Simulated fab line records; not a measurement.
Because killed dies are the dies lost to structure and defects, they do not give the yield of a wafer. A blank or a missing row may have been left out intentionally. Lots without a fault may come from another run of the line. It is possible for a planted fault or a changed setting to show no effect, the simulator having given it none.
Matching of chambers | flow n5Finfet | N5_BEOL_M3_CO_CAP_55 on cvdCo-01: 3 sister chambers
The step material Co, precursor CCTBA/H2, target thk 2 nm, time 102.1 s. 33 wafers are shown with their chamber, then 12 later ones without.

## WAFERS, EACH WITH ITS CHAMBER
wafer  | chamber | heaterPowerW (W) | chamberPressureTorr (Torr)
L074.3 | 2       | 231              | 29.92
L074.4 | 1       | 262              | 30.06
L074.6 | 2       | 232              | 29.87
L075.2 | 0       | 276              | 29.97
L075.4 | 1       | 257              | 29.96
L075.5 | 2       | 235              | 30.11
L078.1 | 0       | 281              | 30.03
L078.4 | 2       | 228              | 30.02
L078.6 | 1       | 261              | 30.07
L079.1 | 0       | 279              | 30.12
L079.5 | 0       | 278              | 29.96
L079.6 | 1       | 256              | 29.93
L081.2 | 2       | 235              | 30.02
L081.3 | 0       | 273              | 29.97
L081.4 | 0       | 284              | 29.99
L084.3 | 2       | 233              | 29.92
L084.5 | 0       | 279              | 29.93
L084.6 | 2       | 235              | 29.97
L087.3 | 0       | 290              | 29.89
L087.4 | 2       | 233              | 30.02
L087.6 | 0       | 275              | 30.00
L082.4 | 0       | 279              | 29.97
L082.5 | 0       | 277              | 30.04
L082.6 | 2       | 239              | 30.05
L086.4 | 2       | 234              | 30.04
L086.5 | 0       | 276              | 29.96
L086.6 | 1       | 260              | 30.00
L085.2 | 1       | 258              | 30.07
L085.3 | 2       | 234              | 29.89
L085.6 | 2       | 237              | 30.08
L088.1 | 2       | 236              | 30.13
L088.2 | 0       | 279              | 30.00
L088.4 | 0       | 280              | 30.01

SIGNATURES (averages over the wafers above)
reading             | chamber 0 | chamber 1 | chamber 2 | scatter within a chamber
heaterPowerW        | 279.00    | 259.00    | 234.00    | 3.4
chamberPressureTorr | 29.9886   | 30.0150   | 30.0031   | 0.0683
Rule: for each reading, subtract the chamber's mean from the wafer's reading, divide by that reading's scatter and square the result; add these up over the readings and take the root, which gives the wafer's distance from the chamber. If the next closest chamber is less than 2 further off than the closest, the wafer can't be placed; otherwise it belongs to the closest. The scatter: take each reading less its chamber's mean, square it, sum over the shown wafers, divide by the number of wafers less the number of chambers, and take the root.

## WAFERS WITHOUT THEIR CHAMBER
wafer  | heaterPowerW (W) | chamberPressureTorr (Torr)
L091.1 | 230              | 30.00
L091.2 | 261              | 30.00
L091.3 | 278              | 29.91
L095.2 | 253              | 30.01
L095.4 | 284              | 29.98
L095.6 | 238              | 30.06
L096.1 | 233              | 30.02
L096.2 | 278              | 30.07
L096.3 | 264              | 30.11
L097.1 | 258              | 29.93
L097.2 | 237              | 30.03
L097.5 | 237              | 30.12

## CHAMBER TAKEN BY EACH
wafer  | from the rows above | in truth
L091.1 | 2                   | 2
L091.2 | 1                   | 1
L091.3 | 0                   | 0
L095.2 | 1                   | 1
L095.4 | 0                   | 0
L095.6 | 2                   | 2
L096.1 | 2                   | 2
L096.2 | 0                   | 0
L096.3 | 1                   | 1
L097.1 | 1                   | 1
L097.2 | 2                   | 2
L097.5 | 2                   | 2
Correct placement for 12 of the 12. Not placeable from these rows: 0. 0 placed wrongly.
